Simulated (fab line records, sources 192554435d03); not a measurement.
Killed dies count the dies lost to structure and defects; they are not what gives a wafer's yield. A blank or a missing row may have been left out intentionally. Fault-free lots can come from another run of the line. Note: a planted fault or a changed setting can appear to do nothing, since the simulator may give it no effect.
2 desks looking at one fault    flow n5_finfet    each desk has only its own numbers; what lay behind them comes last

THE METROLOGY DESK
Means of the sampled wafers that have a number, per lot and without regard to the tool the lot ran on: this is what the gauges read. The brackets show how far a lot's mean lies from the usual mean; more than 4 standard deviations puts the lot out of limits, marked OUT.
Columns: A = cd_nm at N5_BEOL_M10_CD_MEAS_11, usual 64.1 nm; B = M10_OVL at N5_BEOL_M10_OVL_MEAS_12, usual -0.5 nm
lot   first seen here  A     B
L682  day 11 10:39     63.5  -0.6
L686  day 12 09:02     63.4  -0.8
L684  day 12 11:56     64.3  -0.6
L687  day 13 00:03     64.0  0.2
L690  day 13 12:05     64.2  0.1
L689  day 14 06:06     64.0  -0.3
L692  day 14 10:05     64.6  0.4
L693  day 14 13:56     64.0  -1.2
L695  day 15 06:11     64.2  -0.8
L697  day 15 12:48     64.3  -0.1
L699  day 15 16:11     64.0  0.2
L698  day 16 17:41     64.0  -0.8
L705  day 17 21:18     65.0  -0.2
Finding of this desk: none of the 13 lots has anything out of limits.

AT THE TOOL OWNER'S DESK: litho_track-05
The tool's own readings at N5_BEOL_M10_COAT_59 (time 60 s, resist thk 100 nm): means of the sampled wafers that have a number, for each lot that ran on this tool. The brackets show how far a lot's mean lies from the usual mean; more than 4 standard deviations puts the lot out of limits, marked OUT.
Columns: A = heater_power_total_W at N5_BEOL_M10_COAT_59, usual 500.4 W; B = plate_temp_C at N5_BEOL_M10_COAT_59, usual 250.01 C; C = spin_speed_rpm at N5_BEOL_M10_COAT_59, usual 1500.1 rpm
lot   first seen here  A      B                 C
L689  day 14 05:44     500.0  249.94            1498.4
L692  day 14 09:43     502.6  250.02            1499.7
L693  day 14 13:34     500.9  250.08            1499.3
L697  day 15 12:26     499.0  249.94            1499.0
L699  day 15 15:49     507.1  252.34 (+13) OUT  1500.0
L698  day 16 17:19     506.9  252.15 (+12) OUT  1501.0
This desk's verdict: out of limits on L698, L699, starting with L699 at day 15 15:49 (plate_temp_C at N5_BEOL_M10_COAT_59). Within limits: L689, L692, L693, L697.

PUT TOGETHER
An alarm could have come from the tool owner's desk at day 15 15:49, on L698, L699.
Nothing out of limits was seen by the metrology desk.
The metrology desk holds a record of L698, L699, inside its limits.
Every lot named ran N5_BEOL_M10_COAT_59 on litho_track-05.

WHAT HAD BEEN PUT IN BY THE SIMULATOR
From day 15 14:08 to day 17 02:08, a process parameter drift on litho_track-05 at N5_BEOL_M10_COAT_59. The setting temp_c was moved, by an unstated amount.
Shown lots that were struck: L698, L699.
Each desk's first reading out of limits, in hours after the fault started: the tool owner's desk, 2.
